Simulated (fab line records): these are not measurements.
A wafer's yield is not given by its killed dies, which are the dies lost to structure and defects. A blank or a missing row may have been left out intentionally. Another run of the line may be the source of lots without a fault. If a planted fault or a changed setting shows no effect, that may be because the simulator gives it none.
A lot that was struck, set against a sound lot | flow nand-harc | 14 steps out of a route of 1302
Sound: wafers L944.1, L944.2, L944.4. Wafers struck: L938.1, L938.4, L938.5. The cause is named last.
For every step that has rows: the tool of each side, followed by ch and its chambers, followed by its first start. Under that, the readings that differ: sound wafers | struck wafers | difference of the means | sigmas: that difference in standard deviations of wafers without a fault.
alike: readings with means less than 2 such deviations apart, plus words and numbers identical on both sides. not compared: withheld readings, readings lacking a value on some wafer, bounds such as >300 that could conceal the same value, and numbers that have no deviation in the record and whose values overlap.
A row with sigmas, a row that says differs or no value, or rows on one side alone: a step with any of these is where the two part. Numbers that don't overlap but have no deviation are shown without sigmas and don't part them. A reading that every wafer of one side lacks parts them only if that side has two wafers or more.

NHARC_P_CONTACT_CVD_23: deposits W, target thk 200 nm, time 557 s.
  sound on cvd-w-02 ch 0,1; struck on cvd-w-02 ch 0,1
  alike: heater-power-w, mfc-wf6-sccm, throttle-valve-pct
NHARC_P_CONTACT_CMP_24: polishes, t overpolish 30 s, target thk 200 nm.
  sound on cmp-03 ch 0,1,3, day 12 19:05; struck on cmp-04 ch 0,3, day 10 01:25
  alike: motor-current-A, overpolish-run-s, time-to-endpoint-s
following that, these wafers have no rows for 1 step: NHARC_P_CONTACT_SRD_26.
NHARC_P_CONTACT_INSPECT_27:
  sound on defect-inspect-01 at day 12 19:29; struck on defect-inspect-01 at day 10 01:49
  alike: raw-defect-count
then, 7 steps without rows for these wafers: NHARC_P_M0_DEP_00 (deposits SiOC, target thk 150 nm); NHARC_P_M0_DEHYDRATE_01 (time 120 s); NHARC_P_M0_HMDS_02 (time 30 s); NHARC_P_M0_COAT_33 (time 65 s); NHARC_P_M0_COAT_03 (resist thk 90 nm); NHARC_P_M0_SOFTBAKE_04 (time 55 s); NHARC_P_M0_EBR_05.
NHARC_P_M0_EXPOSE_06: exposes mask P M0, target cd 90 nm.
  sound on arfi-scanner-01 ch 0, day 12 20:14; struck on arfi-scanner-03 ch 0, day 10 02:35
  reading              | sound             | struck            | difference | sigmas
  exposure-dose-mJ-cm2 | 81.47 81.68 81.46 | 79.27 79.31 79.29 | -2.25      | -15
  alike: mask, reticle-temp-C
then, 1 step without rows for these wafers: NHARC_P_M0_PEB_07 (peb time 65 s).
-- jump in the record: it breaks off in module P_M0 and resumes in module END (first step shown: number 1302 of the route), and 18 days separate the struck wafers' starts before and after --
NHARC_END_SORT_01:
  sound on prober-02 ch 0, day 30 21:39; struck on prober-01 ch 0, day 28 09:53
  reading             | sound   | struck | difference | sigmas
  killed-at-periphery | 7 10 11 | 0 4 3  | -7         | -3
  alike: defect-limited-yield, killed-at-array, killed-at-other, killed-dies, killed-open, killed-short, sort_bin_2_pct, sort_bin_3_pct, sort_bin_4_pct, sort-n-pass, sort-rim-yield-pct, sort-yield-pct

== WHERE THEY PART ==
Last at NHARC_END_SORT_01 as far as this record goes, first at NHARC_P_M0_EXPOSE_06.

WHY: the cause the simulator had injected
Drift in process parameters on arfi-scanner-03 at NHARC_P_M0_EXPOSE_06, starting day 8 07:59. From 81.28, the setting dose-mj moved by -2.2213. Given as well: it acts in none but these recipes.
